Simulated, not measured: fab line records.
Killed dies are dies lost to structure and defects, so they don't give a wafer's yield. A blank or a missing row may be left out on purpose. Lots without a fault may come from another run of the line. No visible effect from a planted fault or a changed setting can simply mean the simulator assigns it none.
Problem report in the 8D (eight disciplines) form, filled by code / flow n5Finfet / the parts of the form that need people (team, actions taken, sign-off) are left out

== 1. THE PROBLEM ==
susceptorTempC at N5_BEOL_M9_PECVD_70 reads a mean of 408.04 C on 6 wafers of 2 lots; wafers without a fault read 399.99 C with a standard deviation of 0.21. Measured from the usual mean, that is +38 standard deviations.
The step: deposits SiO2 from TEOS/O2, target thk 20 nm, time 22.7 s.
Earliest sighting: wafer L605.1 on pecvd-01 at day 13 01:43. The record has a number at this step for 12 wafers belonging to 4 lots. Rule for "out" (also "out of limits"): further than 4 standard deviations from the usual mean. The rest of the wafers with a number are treated as sound.

== 2. WHAT IT IS; WHAT IT IS NOT ==
question=which readings at this step | is=susceptorTempC | is not=chamberPressureTorr, heaterPowerW, throttleValvePct
question=which lots | is=L605, L608 | is not=L591, L614
question=which wafers of those lots | is=all that have a number | is not=-
question=read on which tools | is=pecvd-01 | is not=pecvd-02
question=when | is=from day 13 01:43 | is not=up to then (3 sound wafers); but 3 sound wafers of L614 came after

== 3. THE SUSPECTS, EACH WITH WHAT RULES IT OUT ==
Counting: a tool at a process step up to the reading stays a suspect if it ran every lot that is out and no sound lot after the first of them.
- pecvd-01 at N5_BEOL_M9_PECVD_70 (deposits SiO2 from TEOS/O2, target thk 20 nm, time 22.7 s): kept. All lots that are out passed through it, beginning with L605 at day 13 01:43, and no sound lot followed; its final sound lot before that point was L591 at day 9 11:05. On those wafers its own readings are out: susceptorTempC.
Remaining after the count: pecvd-01 at N5_BEOL_M9_PECVD_70.

== 4. THE CAUSE (what the simulator had put in) ==
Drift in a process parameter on pecvd-01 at N5_BEOL_M9_PECVD_70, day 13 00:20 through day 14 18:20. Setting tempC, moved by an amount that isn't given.
Only this tool survived the counting.

== 5. SEQUENCE OF EFFECTS, ordered by route ==
Each row: a reading where the mean over the struck wafers with a number is more than 3 standard deviations away from the usual. Scope: only readings with a usual standard deviation given in the record; hours: median across lots of the time from each lot's start at the first step in this table that gives one to its start at this step; sigmas: change in usual standard deviations.
hours=0; step=N5_BEOL_M9_PECVD_70; reading=susceptorTempC; usual=399.99 C; on struck wafers=408.04; change=+8.05; sigmas=+38
It contains these process steps:
- N5_BEOL_M9_PECVD_70: deposits SiO2 from TEOS/O2, target thk 20 nm, time 22.7 s.

== 6. WHAT WOULD HAVE CAUGHT IT SOONER ==
In this record the first reading out of limits was taken at day 13 01:43, 1 hour after the fault began at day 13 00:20.
